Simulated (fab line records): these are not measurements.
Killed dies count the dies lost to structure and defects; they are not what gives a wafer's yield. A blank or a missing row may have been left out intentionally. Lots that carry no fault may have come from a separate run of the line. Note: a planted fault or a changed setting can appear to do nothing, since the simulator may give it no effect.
Matching of chambers -- flow nand_harc -- cmp-04 running NHARC_A_BONDPAD_CMP_29: 4 sister chambers
The step polishes SiCN, target thk 200 nm. 8 wafers are shown with their chamber, then 7 later ones without.

== EACH WAFER AND ITS CHAMBER ==
wafer,chamber,motor_current_A (A),slurry_filter_dp_kPa (kPa)
L935.3,1,13.2,13.68
L934.5,3,10.3,13.22
L934.6,2,12.5,13.46
L941.1,2,13.1,13.28
L941.3,3,10.6,13.40
L941.6,0,11.9,13.37
L938.4,1,12.9,13.43
L938.5,0,11.3,13.83

== WAFERS WITHOUT THEIR CHAMBER ==
wafer,motor_current_A (A),slurry_filter_dp_kPa (kPa)
L938.6,13.3,13.30
L942.3,11.9,13.64
L942.4,12.8,13.48
L942.6,12.5,13.48
L954.1,10.5,13.64
L954.2,13.3,13.53
L954.6,13.3,13.59

== WHICH CHAMBER EACH WENT THROUGH ==
wafer,from the rows above,in truth
L938.6,can't be placed: 1 or 2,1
L942.3,0,0
L942.4,can't be placed: 2 or 1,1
L942.6,can't be placed: 2 or 1 or 0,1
L954.1,can't be placed: 3 or 0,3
L954.2,can't be placed: 1 or 2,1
L954.6,can't be placed: 1 or 2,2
Correctly placed: 1 of 7. From these rows, 6 cannot be placed; in 6 the true chamber is one of the candidates. Placed wrongly: 0.
How it was worked out, from the rows above alone: a wafer's distance from a chamber is the root of the sum, over the readings, of the square of ((its reading less the chamber's mean) divided by the reading's scatter). If the next closest chamber is less than 2 further off than the closest, the wafer can't be placed; otherwise it belongs to the closest. For every chamber, the mean is computed from those of its wafers that are shown. The scatter: the root of (the sum of the squares of (reading less its chamber's mean) over the shown wafers, divided by (wafers less chambers)).
